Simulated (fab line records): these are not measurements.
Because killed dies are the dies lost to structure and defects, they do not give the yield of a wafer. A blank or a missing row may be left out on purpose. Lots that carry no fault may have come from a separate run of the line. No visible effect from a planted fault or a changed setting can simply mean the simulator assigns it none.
Comparing a struck lot with a sound one | flow n5_finfet | 14 out of 1938 route steps
Sound: these wafers, L215.1, L215.5, L215.6. Wafers struck: L209.1, L209.2, L209.4. The cause comes at the end.
At each step with rows: each side's tool, then ch and its chambers, then its first start. Under that, the readings that differ: sound wafers | struck wafers | difference of the means | sigmas: that difference in standard deviations of wafers without a fault.
alike: readings with means less than 2 such deviations apart, plus words and numbers identical on both sides. not compared: withheld readings, readings lacking a value on some wafer, bounds such as >300 that could conceal the same value, and numbers that have no deviation in the record and whose values overlap.
A row with sigmas, a row that says differs or no value, or rows on one side alone: a step with any of these is where the two part. Non-overlapping numbers with no deviation appear without sigmas and do not part them. A reading that every wafer of one side lacks parts them only if that side has two wafers or more.

first, 9 steps without rows for these wafers: N5_BEOL_M0_CUTY_DESCUM_61 (chemistry O2, time 7.9 s); N5_BEOL_M0_CUTY_ETCH_62 (etches SiARC in CF4, time 58.5 s); N5_BEOL_M0_CUTY_ETCH_63 (etches SOC in N2/H2, target depth 82.7 nm, overetch 16.5 nm, time 124 s); N5_BEOL_M0_CUTY_STRIP_64 (strips in N2/H2); N5_BEOL_M0_ETCH_138 (etches SiCN in CH3F/O2, target depth 12 nm, time 31.6 s); N5_BEOL_M0_HM_OPEN_105 (chemistry Cl2/BCl3, target TiN, target depth 12 nm); N5_BEOL_M0_STRIP_140 (strips in CF4); N5_BEOL_M0_STRIP_104 (strips in N2/H2); N5_BEOL_M0_WET_ETCH_106 (etches SiO2 in DHF, target depth 130 nm, rinse time 30 s).
N5_BEOL_M0_ETCH_128: etches SiCN in CF4/N2, target depth 12 nm, overetch 5.1 nm, time 21.4 s.
  sound on rie_diel-05 ch 0,1,3, day 10 11:17; struck on rie_diel-04 ch 0,1,2, day 9 00:31
  no value came back on the struck wafers for any of 7 readings (bias_w (W), cf4_flow_sccm (sccm) and others); on the sound wafers bias_w (W) reads 69.90 70.04 69.97
  reading                                         | sound      | struck      | difference | sigmas
  model.SiCN_of_BEOL_M0_SAQP_PECVD_03.thk_nm (nm) | 0 0 0      | 8.4 8.4 8.8 | +8.5       |
  model.TiN_of_BEOL_M0_SAQP_HM_DEP_02.thk_nm (nm) | 11 10.4 11 | 12.2 12 12  | +1.3       |
  not compared: rf_hours_counter_h
N5_BEOL_M0_TRENCH_ETCH_107: etches SiOC in C4F6/O2, target depth 32.8 nm, time 16.4 s.
  sound on rie_diel-05 ch 0,1,3, day 10 11:20; struck on rie_diel-04 ch 0,1,2, day 9 00:34
  reading                                         | sound       | struck         | difference | sigmas
  model.TiN_of_BEOL_M0_SAQP_HM_DEP_02.thk_nm (nm) | 9.6 9.2 9.6 | 10.8 10.6 10.8 | +1.3       |
  alike: C4F6_flow_sccm, O2_flow_sccm, drypump_motor_current_A, oes_ar_750_au, oes_product_au, rf_vpp_V, showerhead_plenum_p_Torr, throttle_valve_pct
  not compared: rf_hours_counter_h
then, 1 step without rows for these wafers: N5_BEOL_M0_STRIP_142 (strips in N2/H2, time 10 s).
N5_BEOL_M4_RC_MEAS_101:
  the record has rows for the sound wafers here (prober-02 ch 0, day 12 12:03) and none for the struck ones
-- record jumps: 6 days separate the struck wafers' starts on either side; left off in module BEOL_M4, taken up again in module PASSIVATION, whose first shown step is the route's number 1936 --
N5_PASSIVATION_PROBE_49:
  record: rows for the struck wafers here (prober-02, day 15 10:04), none for the sound ones

== WHERE THEY PART ==
Last at N5_PASSIVATION_PROBE_49 as far as this record goes, first at N5_BEOL_M0_ETCH_128.

WHY: what had been put in by the simulator
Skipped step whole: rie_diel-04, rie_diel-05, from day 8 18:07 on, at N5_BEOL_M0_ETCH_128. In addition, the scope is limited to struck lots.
